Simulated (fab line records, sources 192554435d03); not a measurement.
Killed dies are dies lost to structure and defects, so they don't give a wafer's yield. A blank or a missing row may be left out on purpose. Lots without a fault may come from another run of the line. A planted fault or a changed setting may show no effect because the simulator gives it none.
Split-lot experiment | flow n5_finfet | 7 lots, 21 wafers read, on a route of 1938 steps

THE SPLIT
At N5_BEOL_M12_SPUTTER_44 (material Ta, target thk 10 nm, time 16.13 s), the setting power_w was moved away from the recipe's 15000 W on 4 of the 21 wafers read, by +5.4% to +14.6%. The other wafers ran this setting at the recipe's value.

The reading is taken at the split's own step.

THE READING
Ta_of_BEOL_M12_SPUTTER_44.thk_nm (the simulator's own value, which no gauge read), in nm, at N5_BEOL_M12_SPUTTER_44 (material Ta, target thk 10 nm, time 16.13 s). The file gives no usual value for it. The 17 wafers here that ran the recipe average 9.8 nm, standard deviation 0.23 nm.

wafer  | tool, chamber at the split | power_w as run, W | against the recipe | Ta_of_BEOL_M12_SPUTTER_44.thk_nm, nm | against lot-mates on the recipe
L076.3 | pvd_sputter-03, -          | 15000             | recipe             | 9.6                                  | -
L076.5 | pvd_sputter-03, -          | 15000             | recipe             | 9.6                                  | -
L076.4 | pvd_sputter-03, -          | 15000             | recipe             | 9.8                                  | -
L079.1 | pvd_sputter-02, -          | 15000             | recipe             | 9.6                                  | -
L079.3 | pvd_sputter-02, -          | 15000             | recipe             | 9.6                                  | -
L079.5 | pvd_sputter-02, -          | 15000             | recipe             | 9.4                                  | -
L084.1 | pvd_sputter-01, -          | 15000             | recipe             | 9.8                                  | -
L084.2 | pvd_sputter-01, -          | 15000             | recipe             | 9.8                                  | -
L084.4 | pvd_sputter-01, -          | 15000             | recipe             | 10                                   | -
L085.2 | pvd_sputter-02, -          | 16240             | +8.3%              | 10.2                                 | +0.5
L085.3 | pvd_sputter-02, -          | 15000             | recipe             | 9.8                                  | -
L085.4 | pvd_sputter-02, -          | 15000             | recipe             | 9.6                                  | -
L086.2 | pvd_sputter-01, -          | 15000             | recipe             | 10.4                                 | -
L086.3 | pvd_sputter-01, -          | 15000             | recipe             | 10                                   | -
L086.6 | pvd_sputter-01, -          | 15000             | recipe             | 10                                   | -
L089.1 | pvd_sputter-02, -          | 17190             | +14.6%             | 11.2                                 | +1.6
L089.3 | pvd_sputter-02, -          | 17190             | +14.6%             | 11.4                                 | +1.8
L089.5 | pvd_sputter-02, -          | 15000             | recipe             | 9.6                                  | -
L092.1 | pvd_sputter-03, -          | 15000             | recipe             | 9.8                                  | -
L092.3 | pvd_sputter-03, -          | 15000             | recipe             | 9.8                                  | -
L092.4 | pvd_sputter-03, -          | 15810             | +5.4%              | 10.4                                 | +0.6

THE FIT
A straight line over all 21 wafers: Ta_of_BEOL_M12_SPUTTER_44.thk_nm changes by +0.0985 nm for each +1% of power_w; r = +0.89; the points scatter about the line by 0.24 nm.
The same after taking each lot's own level away (the mean of its wafers on the recipe; 21 wafers): +0.11 nm for each +1%; r = +0.96; scatter 0.15 nm.
On that fit, the largest move of power_w shifts the reading by 1.6 nm.
The lots' own levels span 9.53 to 10.13 nm, that is 2.7 times the standard deviation above.
So the lot-to-lot level changes the slope: the two fits differ.
Check: with one of the wafers moved furthest among these (+14.6%) left out of the fit, the line predicts +1.58 nm for it against its lot-mates. It came out at +1.6 nm against them.

OTHER SPLITS ON THESE WAFERS
These wafers also went through other splits before the reading. Each is held against what the fit with the lots' levels taken away leaves over:
other split on the same wafers | wafers away from the commonest value | r with Ta_of_BEOL_M12_SPUTTER_44.thk_nm (lot level and that fit taken away)
N5_BEOL_M9_DEGAS_44 temp_c     | 4                                    | +0.25
N5_BEOL_M11_PECVD_70 temp_c    | 7                                    | -0.04
N5_BEOL_M12_COAT_58 spin_rpm   | 6                                    | +0.34
N5_BEOL_M12_DESCUM_15 time_s   | 9                                    | -0.06

THE FILE'S OWN FIT
Ta_of_BEOL_M12_SPUTTER_44.thk_nm changes by +0.104 nm for each +1% of power_w, r = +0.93.
